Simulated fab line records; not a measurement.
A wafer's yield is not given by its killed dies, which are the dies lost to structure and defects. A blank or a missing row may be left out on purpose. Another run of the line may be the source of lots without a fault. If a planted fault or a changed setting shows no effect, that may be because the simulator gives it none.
fab line records	flow nandHarc	part 1 of 2: steps 1 to 27 of 36
record: lots: 5	wafers: 15	lastDay: 24
route steps=1159 shown P_M0@272 P_M1@285
lots with no fault: from the same line, run without faults
startH: hours from the record's first day to the start of the lot's first wafer shown	waitH: how many hours have passed since the lot's step before this one	" unchanged from the row above	L1.1+2: one row covering several wafers at once	- value missing, or start not given	* or withheld: withheld	< > ~ a bound
route shown NAME@n: NAME is a module with steps in the file, n the number in the route of the first one	usual: average and standard deviation across the fault-free wafers	same: alike in all rows	chamber/n: place in a boat	sites: each site's reading	_std_site: the values' standard deviation	_edge_site: mean of outer sites minus mean of inner sites	radiusMm: for every site, how far away it sits from the centre of the wafer	mask NAME#n: copy n	behind: tool/chamber where the wafer was last shaped	hold: why the lot went on hold/how many hours it stayed there/how the hold came to an end	device: names the non-switching transistor (n, p or np)	end of line: the route-end tests of the same wafers	a step with no rows: only its recipe	killed: count of dies lost to structure and defects at first sort (not the wafer's yield)	map: a wafer's dies, marking killed ones x, the rest . and places with no die _
set.NAME: setting as actually run; set.NAME@STEP: the setting as run at that earlier step	model.NAME: the simulator's own value behind a step, which no gauge read
lots at some steps of the route; a table a step, a row a wafer
services: when a tool's chamber went out of use (startH, in hours from the record's first day, below 0 if earlier), for how many hours, and the reason
== steps ==
step: NHARC_P_M0_DEGAS_28
recipe: tempC: 250	timeS: 60
usual: heaterPowerW: 318/25
lot.wafer	tool	chamber	startH	waitH	heaterPowerW
L074.2	pvdSputter-01	-	116.78	-	311
L074.4	"	-	"	"	307
L074.6	"	-	"	"	296
L077.2	pvdSputter-01	-	137.42	-	323
L077.4	"	-	"	"	315
L077.3	"	-	"	"	359
L091.4	pvdSputter-02	-	213.47	-	313
L091.3	"	-	"	"	323
L091.2	"	-	"	"	381
L092.1	pvdSputter-03	-	222.41	-	285
L092.5	"	-	"	"	312
L092.6	"	-	"	"	324
L093.4	pvdSputter-01	-	223.73	-	299
L093.5	"	-	"	"	300
L093.6	"	-	"	"	308
step: NHARC_P_M0_PRE_CLEAN_29
recipe: timeS: 30	tempC: 280	gas: H2/He
usual: heaterPowerW: 393/32
lot.wafer	tool	chamber	startH	waitH	heaterPowerW
L074.4	pvdSputter-01	-	-	-	375
L074.2	"	-	"	"	438
L074.6	"	-	"	"	389
L077.2	pvdSputter-01	-	-	-	358
L077.4	"	-	"	"	376
L077.3	"	-	"	"	444
L091.3	pvdSputter-02	-	-	-	390
L091.4	"	-	"	"	432
L091.2	"	-	"	"	398
L092.1	pvdSputter-03	-	-	-	354
L092.6	"	-	"	"	349
L092.5	"	-	"	"	378
L093.4	pvdSputter-01	-	-	-	382
L093.6	"	-	"	"	457
L093.5	"	-	"	"	376
step: NHARC_P_M0_PVD_20
recipe: targetThkA: 50	biasV: 168.6	powerW: 15000	chamberPressurePa: 0.12	timeS: 8.06	substrateTempC: 50	material: TaN
usual: substrateTempC: 49.99/0.12	throttleValvePct: 30.1/0.78
lot.wafer	tool	chamber	startH	waitH	substrateTempC	throttleValvePct
L074.2	pvdSputter-01	-	-	-	50.19	31.5
L074.4	"	-	"	"	50.10	30.1
L074.6	"	-	"	"	50.08	31.7
L077.3	pvdSputter-01	-	-	-	49.92	30.2
L077.2	"	-	"	"	49.99	30.1
L077.4	"	-	"	"	49.89	30.1
L091.3	pvdSputter-02	-	-	-	50.22	28.8
L091.4	"	-	"	"	50.06	29.8
L091.2	"	-	"	"	50.11	30.1
L092.1	pvdSputter-03	-	-	-	49.82	28.6
L092.5	"	-	"	"	49.66	29.1
L092.6	"	-	"	"	49.76	28.9
L093.4	pvdSputter-01	-	-	-	49.92	29.6
L093.6	"	-	"	"	49.97	30.7
L093.5	"	-	"	"	49.90	30.3
step: NHARC_P_M0_PVD_21
recipe: targetThkA: 300	chamberPressurePa: 5	powerW: 5000	substrateTempC: 30	timeS: 20.49	material: Cu
usual: substrateTempC: 30.00/0.1	throttleValvePct: 30.0/0.76
lot.wafer	tool	chamber	startH	waitH	substrateTempC	throttleValvePct
L074.2	pvdSputter-01	-	-	-	29.98	30.3
L074.4	"	-	"	"	30.17	30.2
L074.6	"	-	"	"	30.13	31.8
L077.2	pvdSputter-01	-	-	-	30.00	30.2
L077.4	"	-	"	"	29.91	30.2
L077.3	"	-	"	"	29.90	30.2
L091.3	pvdSputter-02	-	-	-	30.02	28.9
L091.2	"	-	"	"	30.10	30.1
L091.4	"	-	"	"	30.24	29.8
L092.1	pvdSputter-03	-	-	-	29.89	28.9
L092.6	"	-	"	"	30.04	29.2
L092.5	"	-	"	"	30.03	30.6
L093.4	pvdSputter-01	-	-	-	29.99	30.5
L093.6	"	-	"	"	29.88	29.8
L093.5	"	-	"	"	29.96	30.7
step: NHARC_P_M0_ECD_22
recipe: targetThkA: 4000	bathTempC: 25	material: Cu
usual: bathTempC: 25.01/0.11
lot.wafer	tool	chamber	startH	waitH	bathTempC
L074.2	ecdCu-02	0	117.18	-	24.87
L074.4	"	1	"	"	24.97
L074.6	"	1	"	"	25.08
L077.2	ecdCu-02	0	137.79	-	25.10
L077.3	"	0	"	"	25.00
L077.4	"	1	"	"	24.90
L091.2	ecdCu-02	0	213.90	-	24.99
L091.4	"	1	"	"	25.11
L091.3	"	0	"	"	24.84
L092.1	ecdCu-02	0	222.79	-	24.98
L092.6	"	1	"	"	25.10
L092.5	"	0	"	"	24.91
L093.4	ecdCu-02	1	224.20	-	24.95
L093.5	"	1	"	"	24.84
L093.6	"	0	"	"	24.90
step: NHARC_P_M0_ANNEAL_30
recipe: tempC: 225	timeS: 90
usual: wafer_temp_C_max: 225.90/0.22
lot.wafer	tool	chamber	startH	waitH	wafer_temp_C_max
L074.2	rtpAnneal-02	0	117.59	0.4	226.03
L074.4	"	0	"	"	225.51
L074.6	"	0	"	"	225.81
L077.2	rtpAnneal-02	0	138.22	-	226.02
L077.3	"	0	"	"	226.05
L077.4	"	0	"	"	225.70
L091.2	rtpAnneal-02	0	214.28	-	226.00
L091.3	"	0	"	"	225.84
L091.4	"	0	"	"	226.05
L092.1	rtpAnneal-02	0	223.12	-	225.77
L092.5	"	0	"	"	225.80
L092.6	"	0	"	"	225.93
L093.4	rtpAnneal-02	0	224.64	-	225.76
L093.5	"	0	"	"	226.17
L093.6	"	0	"	"	225.87
step: NHARC_P_M0_CMP_23
recipe: tOverpolishS: 20	targetThkNm: 117.53
usual: motorCurrentA: 12.7/0.95	timeToEndpointS: 28.1/2.1
lot.wafer	tool	chamber	startH	waitH	motorCurrentA	timeToEndpointS
L074.2	cmp-03	2	117.91	-	13.0	27.1
L074.4	"	3	"	"	12.6	25.2
L074.6	"	2	"	"	12.3	30.9
L077.3	cmp-01	2	138.51	-	13.8	30.3
L077.4	"	3	"	"	12.3	30.0
L077.2	"	0	"	"	12.3	27.6
L091.2	cmp-01	0	214.57	-	12.6	30.8
L091.4	"	1	"	"	13.8	27.4
L091.3	"	3	"	"	12.2	26.7
L092.1	cmp-02	3	223.52	-	11.9	26.9
L092.6	"	1	"	"	11.6	27.7
L092.5	"	2	"	"	13.6	27.7
L093.4	cmp-02	1	224.85	-	11.1	29.7
L093.6	"	0	"	"	11.7	28.4
L093.5	"	1	"	"	10.8	27.4
step: NHARC_P_M0_THK_MEAS_24
recipe: thkMeasGauge: xrf
usual: thkNm: 117.0/1.3
lot.wafer	tool	chamber	startH	waitH	thkNm
L074.2	filmMetro-02	-	118.20	-	115.2
L074.4	"	-	"	"	116.0
L074.6	"	-	"	"	118.1
L077.2	filmMetro-01	-	138.82	-	118.5
L077.3	"	-	"	"	117.5
L077.4	"	-	"	"	115.8
L091.2	filmMetro-01	-	214.89	-	117.2
L091.3	"	-	"	"	118.1
L091.4	"	-	"	"	117.0
L092.1	filmMetro-01	-	223.78	-	116.3
L092.5	"	-	"	"	120.2
L092.6	"	-	"	"	119.6
L093.4	filmMetro-02	-	225.15	-	119.4
L093.5	"	-	"	"	118.9
L093.6	"	-	"	"	116.8
step: NHARC_P_M0_SRD_25
lot.wafer	tool	chamber	startH	waitH
L074.6+2+4	wetBench-08	1,3,6	118.24	0.0
L077.4+3+2	wetBench-08	7,0,1	138.88	0.0
L091.3+2+4	wetBench-10	0,2,3	214.94	0.0
L092.5+6+1	wetBench-08	3,4,6	223.82	0.0
L093.5+4+6	wetBench-08	5,1,2	225.19	0.0
step: NHARC_P_M0_INSPECT_27
usual: rawDefectCount: 305/140
lot.wafer	tool	chamber	startH	waitH	rawDefectCount
L074.2	defectInspect-01	-	118.36	0.0	498
L074.4	"	-	"	"	492
L074.6	"	-	"	"	263
L077.2	defectInspect-01	-	138.98	0.0	362
L077.3	"	-	"	"	403
L077.4	"	-	"	"	342
L091.2	defectInspect-01	-	215.04	0.0	191
L091.3	"	-	"	"	244
L091.4	"	-	"	"	195
L092.1	defectInspect-01	-	223.96	0.0	234
L092.5	"	-	"	"	189
L092.6	"	-	"	"	361
L093.4	defectInspect-01	-	225.34	0.0	286
L093.5	"	-	"	"	259
L093.6	"	-	"	"	192
step: NHARC_P_M0_PRE_CLEAN_31
recipe: timeS: 12	tempC: 370	rfPowerW: 300	gas: NH3
usual: heaterPowerW: 656/110
lot.wafer	tool	chamber	startH	waitH	heaterPowerW
L074.2	pecvd-04	0	118.43	0.1	528
L074.6	"	0	"	"	526
L074.4	"	2	"	"	568
L077.2	pecvd-04	0	139.05	0.1	561
L077.3	"	1	"	"	703
L077.4	"	0	"	"	565
L091.2	pecvd-02	0	215.12	0.1	660
L091.3	"	1	"	"	655
L091.4	"	2	"	"	666
L092.1	pecvd-03	2	224.04	0.1	786
L092.5	"	2	"	"	788
L092.6	"	0	"	"	720
L093.4	pecvd-04	2	225.44	0.1	528
L093.6	"	0	"	"	548
L093.5	"	1	"	"	749
step: NHARC_P_M0_DEP_32
recipe: targetThkA: 300	tempC: 370	targetThkNm: 30	pressureTorr: 3	flowSccm: 200	rfW: 450	material: SiCN
usual: heaterPowerW: 610/110
lot.wafer	tool	chamber	startH	waitH	heaterPowerW
L074.2	pecvd-04	0	118.51	0.1	501
L074.6	"	0	"	"	505
L074.4	"	2	"	"	499
L077.2	pecvd-04	0	139.12	0.1	474
L077.3	"	1	"	"	739
L077.4	"	0	"	"	476
L091.2	pecvd-02	0	215.23	0.1	592
L091.3	"	1	"	"	548
L091.4	"	2	"	"	609
L092.1	pecvd-03	2	224.15	0.1	649
L092.5	"	2	"	"	652
L092.6	"	0	"	"	711
L093.4	pecvd-04	2	225.61	0.2	490
L093.6	"	0	"	"	498
L093.5	"	1	"	"	805
step: NHARC_P_M1_DEP_00
recipe: targetThkA: 1825	targetThkNm: 182.5	tempC: withheld	pressureTorr: 5	flowSccm: 200	rfW: 600	material: SiOC
lot.wafer	tool	chamber	startH	waitH
L074.2+6+4	pecvd-02	2,2,0	119.04	-
L077.2+3+4	pecvd-04	1,0,0	-	-
L091.3+2+4	pecvd-03	0,2,2	215.61	-
L092.1+5+6	pecvd-03	1,2,0	-	-
L093.6+4+5	pecvd-03	1,2,0	226.03	-
step: NHARC_P_M1_DEHYDRATE_01
recipe: tempC: 150	timeS: 120
usual: plateTempC: 150.03/0.14
lot.wafer	tool	chamber	startH	waitH	plateTempC
L074.2	lithoTrack-04	0	119.44	-	150.25
L074.4	"	0	"	"	150.28
L074.6	"	0	"	"	150.16
L077.2	lithoTrack-01	0	139.91	-	150.04
L077.3	"	0	"	"	150.01
L077.4	"	0	"	"	149.95
L091.2	lithoTrack-01	0	216.01	-	150.19
L091.3	"	0	"	"	150.23
L091.4	"	0	"	"	150.13
L092.1	lithoTrack-06	0	224.95	-	149.92
L092.5	"	0	"	"	150.14
L092.6	"	0	"	"	149.89
L093.4	lithoTrack-04	0	226.30	-	149.83
L093.5	"	0	"	"	149.87
L093.6	"	0	"	"	150.12
step: NHARC_P_M1_HMDS_02
recipe: timeS: 30
lot.wafer	tool	chamber	startH	waitH
L074.2+4+6	lithoTrack-04	0	-	-
L077.2+3+4	lithoTrack-01	0	-	-
L091.2+3+4	lithoTrack-01	0	-	-
L092.1+5+6	lithoTrack-06	0	-	-
L093.4+5+6	lithoTrack-04	0	-	-
step: NHARC_P_M1_COAT_34
recipe: tempC: 200	timeS: 65
usual: plateTempC: 200.01/0.18
lot.wafer	tool	chamber	startH	waitH	plateTempC
L074.2	lithoTrack-04	0	-	-	200.00
L074.4	"	0	"	"	200.18
L074.6	"	0	"	"	199.99
L077.2	lithoTrack-01	0	-	-	200.31
L077.3	"	0	"	"	200.29
L077.4	"	0	"	"	200.39
L091.2	lithoTrack-01	0	-	-	199.93
L091.3	"	0	"	"	199.89
L091.4	"	0	"	"	199.94
L092.1	lithoTrack-06	0	-	-	199.84
L092.5	"	0	"	"	200.10
L092.6	"	0	"	"	199.95
L093.4	lithoTrack-04	0	-	-	200.18
L093.5	"	0	"	"	200.24
L093.6	"	0	"	"	199.97
step: NHARC_P_M1_COAT_03
recipe: spinRpm: 1500	resistThkNm: 90
lot.wafer	tool	chamber	startH	waitH
L074.2+4+6	lithoTrack-04	0	-	-
L077.2+3+4	lithoTrack-01	0	-	-
L091.2+3+4	lithoTrack-01	0	-	-
L092.1+5+6	lithoTrack-06	0	-	-
L093.4+5+6	lithoTrack-04	0	-	-
step: NHARC_P_M1_SOFTBAKE_04
recipe: tempC: 105	timeS: 55
usual: plateTempC: 105.00/0.14
lot.wafer	tool	chamber	startH	waitH	plateTempC
L074.2	lithoTrack-04	0	-	-	105.03
L074.4	"	0	"	"	105.02
L074.6	"	0	"	"	105.19
L077.2	lithoTrack-01	0	-	-	105.04
L077.3	"	0	"	"	105.23
L077.4	"	0	"	"	105.12
L091.2	lithoTrack-01	0	-	-	104.92
L091.3	"	0	"	"	104.94
L091.4	"	0	"	"	105.07
L092.1	lithoTrack-06	0	-	-	104.85
L092.5	"	0	"	"	104.68
L092.6	"	0	"	"	104.70
L093.4	lithoTrack-04	0	-	-	105.10
L093.5	"	0	"	"	105.14
L093.6	"	0	"	"	105.21
step: NHARC_P_M1_EBR_05
lot.wafer	tool	chamber	startH	waitH
L074.2+4+6	lithoTrack-04	0	-	-
L077.2+3+4	lithoTrack-01	0	-	-
L091.2+3+4	lithoTrack-01	0	-	-
L092.1+5+6	lithoTrack-06	0	-	-
L093.4+5+6	lithoTrack-04	0	-	-
step: NHARC_P_M1_EXPOSE_06
recipe: na: 1.35	targetCdNm: 130	doseMj: 81.88	maskId: P_M1
usual: focusOffsetNm: 0.1/0.59
lot.wafer	tool	chamber	startH	waitH	mask	focusOffsetNm
L074.2	arfiScanner-02	0	119.73	-	P_M1#0	0.6
L074.4	"	0	"	"	P_M1#0	0.5
L074.6	"	0	"	"	P_M1#0	0.2
L077.2	arfiScanner-02	0	140.21	-	P_M1#0	0.1
L077.3	"	0	"	"	P_M1#0	0.9
L077.4	"	0	"	"	P_M1#0	-1.1
L091.2	arfiScanner-02	0	216.30	-	P_M1#0	-0.3
L091.3	"	0	"	"	P_M1#0	0.3
L091.4	"	0	"	"	P_M1#0	0.4
L092.1	arfiScanner-03	0	225.24	-	P_M1#0	-0.4
L092.5	"	0	"	"	P_M1#0	-0.2
L092.6	"	0	"	"	P_M1#0	-1.5
L093.4	arfiScanner-01	0	226.60	-	P_M1#0	0.7
L093.5	"	0	"	"	P_M1#0	1.0
L093.6	"	0	"	"	P_M1#0	0.7
step: NHARC_P_M1_PEB_07
recipe: pebTempC: 100	pebTimeS: 65
usual: plateTempC: 99.97/0.14
same: pebTimeS: 65
lot.wafer	tool	chamber	startH	waitH	plateTempC
L074.2	lithoTrack-04	0	119.79	0.1	99.97
L074.4	"	0	"	"	99.81
L074.6	"	0	"	"	99.92
L077.2	lithoTrack-06	0	140.27	0.1	99.80
L077.3	"	0	"	"	99.78
L077.4	"	0	"	"	99.90
L091.2	lithoTrack-06	0	216.36	0.1	100.03
L091.3	"	0	"	"	99.79
L091.4	"	0	"	"	99.87
L092.1	lithoTrack-06	0	225.30	0.1	100.28
L092.5	"	0	"	"	100.06
L092.6	"	0	"	"	100.05
L093.4	lithoTrack-06	0	226.65	0.0	100.34
L093.5	"	0	"	"	100.06
L093.6	"	0	"	"	100.09
step: NHARC_P_M1_DEVELOP_08
recipe: developTimeS: 35	devTempC: 23
same: developTimeS: 35
lot.wafer	tool	chamber	startH	waitH
L074.2+4+6	lithoTrack-04	0	-	-
L077.2+3+4	lithoTrack-06	0	-	-
L091.2+3+4	lithoTrack-06	0	-	-
L092.1+5+6	lithoTrack-06	0	-	-
L093.4+5+6	lithoTrack-06	0	-	-
step: NHARC_P_M1_CD_MEAS_09
recipe: targetCdNm: 130	landingEnergyEv: 500
usual: cdNm: 130.0/0.52
lot.wafer	tool	chamber	startH	waitH	cdNm
L074.2	cdSem-01	0	119.87	-	130.3
L074.4	"	0	"	"	130.4
L074.6	"	0	"	"	130.2
L077.2	cdSem-02	0	140.35	-	130.4
L077.3	"	0	"	"	130.4
L077.4	"	0	"	"	130.6
L091.2	cdSem-02	0	216.44	-	129.9
L091.3	"	0	"	"	129.6
L091.4	"	0	"	"	129.8
L092.1	cdSem-03	0	225.38	-	129.4
L092.5	"	0	"	"	129.6
L092.6	"	0	"	"	128.9
L093.4	cdSem-02	0	226.74	-	130.7
L093.5	"	0	"	"	130.1
L093.6	"	0	"	"	130.3
step: NHARC_P_M1_OVL_MEAS_10
recipe: pitchNm: 260
usual: overlayXNm: 0.4/1	overlayYNm: -0.1/0.81
lot.wafer	tool	chamber	startH	waitH	overlayXNm	overlayYNm
L074.2	overlay-01	-	119.96	-	-0.2	-0.8
L074.4	"	-	"	"	1.2	-0.3
L074.6	"	-	"	"	0.3	-0.2
L077.2	overlay-01	-	140.44	-	-0.4	0.1
L077.3	"	-	"	"	-0.7	0.6
L077.4	"	-	"	"	-0.6	1.2
L091.2	overlay-02	-	216.53	-	-0.3	0.2
L091.3	"	-	"	"	-0.6	-0.7
L091.4	"	-	"	"	-0.5	0.0
L092.1	overlay-01	-	225.48	-	-0.4	0.6
L092.5	"	-	"	"	-0.5	-0.4
L092.6	"	-	"	"	-0.4	-0.5
L093.4	overlay-02	-	226.82	-	-0.1	-0.6
L093.5	"	-	"	"	0.5	-1.4
L093.6	"	-	"	"	-0.1	-1.2
step: NHARC_P_M1_INSPECT_11
usual: rawDefectCount: 4.4/2.5
lot.wafer	tool	chamber	startH	waitH	rawDefectCount
L074.2	defectInspect-01	-	119.99	0.0	4
L074.4	"	-	"	"	5
L074.6	"	-	"	"	3
L077.2	defectInspect-02	-	140.47	0.0	5
L077.3	"	-	"	"	1
L077.4	"	-	"	"	6
L091.2	defectInspect-01	-	216.56	0.0	3
L091.3	"	-	"	"	3
L091.4	"	-	"	"	8
L092.1	defectInspect-01	-	225.52	0.0	5
L092.5	"	-	"	"	0
L092.6	"	-	"	"	4
L093.4	defectInspect-01	-	226.85	0.0	1
L093.5	"	-	"	"	3
L093.6	"	-	"	"	1
step: NHARC_P_M1_DESCUM_14
recipe: timeS: 3	o2FlowSccm: 200	arFlowSccm: 0	biasPowerW: 0	chemistry: O2
usual: drypumpMotorCurrentA: 5.49/0.22	oesProductAu: 1.002/0.0074	rfVppV: 57.9/0.87	showerheadPlenumPTorr: 1.94/0.078	throttleValvePct: 11.310/0.0086
lot.wafer	tool	chamber	startH	waitH	drypumpMotorCurrentA	oesProductAu	rfHoursCounterH	rfVppV	showerheadPlenumPTorr	throttleValvePct
L074.2	rieDiel-12	0	120.07	0.1	5.67	1.009	7	59.0	2.06	11.301
L074.4	"	0	"	"	5.66	1.011	-	58.6	2.06	11.309
L074.6	"	2	"	"	5.81	1.003	-	58.0	2.02	11.311
L077.3	rieDiel-12	2	140.53	0.1	5.80	1.005	7	58.6	2.02	11.300
L077.2	"	0	"	"	5.66	0.990	8	58.8	2.06	11.305
L077.4	"	0	"	"	5.65	0.999	-	59.3	2.06	11.319
L091.4	rieDiel-10	3	216.62	0.1	5.32	0.998	1	58.5	1.83	11.296
L091.2	"	1	"	"	5.55	1.003	1	59.1	2.00	11.297
L091.3	"	2	"	"	5.54	1.006	1	56.6	1.88	11.307
L092.1	rieDiel-03	3	225.59	0.1	4.95	0.989	0	58.7	2.02	11.329
L092.6	"	2	"	"	5.44	0.990	-	58.0	2.00	11.309
L092.5	"	3	"	"	4.97	1.005	-	56.9	2.02	11.312
L093.4	rieDiel-03	2	226.92	0.1	5.48	1.000	0	57.5	2.00	11.315
L093.5	"	1	"	"	5.59	1.016	-	58.1	1.97	11.314
L093.6	"	2	"	"	5.46	0.995	-	58.7	2.00	11.301
step: NHARC_P_M1_ETCH_35
recipe: targetDepthA: 400	overetchA: 120	timeS: 43.94	ionEnergyEv: 200	n2FlowSccm: 150	h2FlowSccm: 150	arFlowSccm: 0	rfW: 400	biasW: 150	chemistry: N2/H2
usual: drypumpMotorCurrentA: 5.50/0.22	oesProductAu: 1.000/0.0073	rfVppV: 431.2/2.3	showerheadPlenumPTorr: 2.07/0.085	throttleValvePct: 14.172/0.0086
lot.wafer	tool	chamber	startH	waitH	drypumpMotorCurrentA	oesProductAu	rfHoursCounterH	rfVppV	showerheadPlenumPTorr	throttleValvePct
L074.2	rieDiel-12	2	120.17	0.1	5.80	0.999	5	432.7	2.16	14.170
L074.6	"	2	"	"	5.82	1.000	-	434.9	2.16	14.156
L074.4	"	3	"	"	4.86	0.995	-	432.3	2.11	14.172
L077.2	rieDiel-12	2	140.64	0.1	5.80	1.013	7	433.4	2.16	14.147
L077.3	"	0	"	"	5.64	1.000	8	434.9	2.20	14.187
L077.4	"	0	"	"	5.62	0.998	-	434.6	2.20	14.167
L091.4	rieDiel-10	3	216.71	0.1	5.32	0.997	1	428.5	1.95	14.169
L091.3	"	1	"	"	5.56	1.008	1	433.4	2.13	14.162
L091.2	"	2	"	"	5.55	1.001	1	428.7	2.00	14.175
L092.1	rieDiel-03	1	225.67	0.1	5.57	0.999	0	433.4	2.10	14.168
L092.5	"	0	"	"	5.31	0.997	-	429.3	1.99	14.169
L092.6	"	1	"	"	5.59	1.001	-	432.5	2.10	14.174
L093.4	rieDiel-03	1	227.02	0.1	5.56	1.004	0	431.8	2.10	14.170
L093.6	"	2	"	"	5.47	0.999	-	434.5	2.14	14.164
L093.5	"	3	"	"	4.98	0.998	-	434.4	2.15	14.168
